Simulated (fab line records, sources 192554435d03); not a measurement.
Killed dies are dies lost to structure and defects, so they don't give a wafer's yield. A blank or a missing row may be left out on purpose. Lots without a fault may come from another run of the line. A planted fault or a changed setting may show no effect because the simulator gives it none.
Chamber matching | flow n5_finfet | N5_FIN_SAQP_MANDREL1_REMOVE_56 on rie_si-05: 4 sister chambers
The step chemistry HBr/Cl2/O2, target a-Si, stops on SiNx, bt time 10 s. 4 wafers are shown with their chamber, then 11 later ones without.

WAFERS WITH THEIR CHAMBER
wafer  | chamber | drypump_motor_current_A (A)
L087.1 | 0       | 5.1
L092.1 | 1       | 5.3
L092.6 | 3       | 6.1
L094.1 | 2       | 6.5

WAFERS WITHOUT THEIR CHAMBER
wafer  | drypump_motor_current_A (A)
L094.2 | 5.1
L094.5 | 5.1
L095.2 | 6.2
L095.5 | 5.2
L095.6 | 5.1
L096.2 | 6.5
L096.4 | 5.3
L096.5 | 5.1
L097.2 | 6.1
L097.3 | 6.6
L097.6 | 6.6

WHICH CHAMBER EACH WENT THROUGH
wafer  | from the rows above     | in truth
L094.2 | 0                       | 0
L094.5 | 0                       | 0
L095.2 | 3                       | 3
L095.5 | can't be placed: 1 or 0 | 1
L095.6 | 0                       | 0
L096.2 | 2                       | 2
L096.4 | 1                       | 1
L096.5 | 0                       | 0
L097.2 | 3                       | 3
L097.3 | 2                       | 2
L097.6 | 2                       | 2
Placed correctly: 10 of 11. Can't be placed from these rows: 1 (the true chamber is among the candidates in 1). Placed wrongly: 0.
How it was worked out, from the rows above alone: a wafer's distance from a chamber is the root of the sum, over the readings, of the square of ((its reading less the chamber's mean) divided by the reading's scatter). The wafer belongs to the nearest chamber; if the next one is less than 2 further off, it can't be placed. A chamber's mean is the mean of its shown wafers. The scatter: with one shown wafer a chamber, the root of the mean of the squares of how far each hidden wafer lies from its nearest shown one.
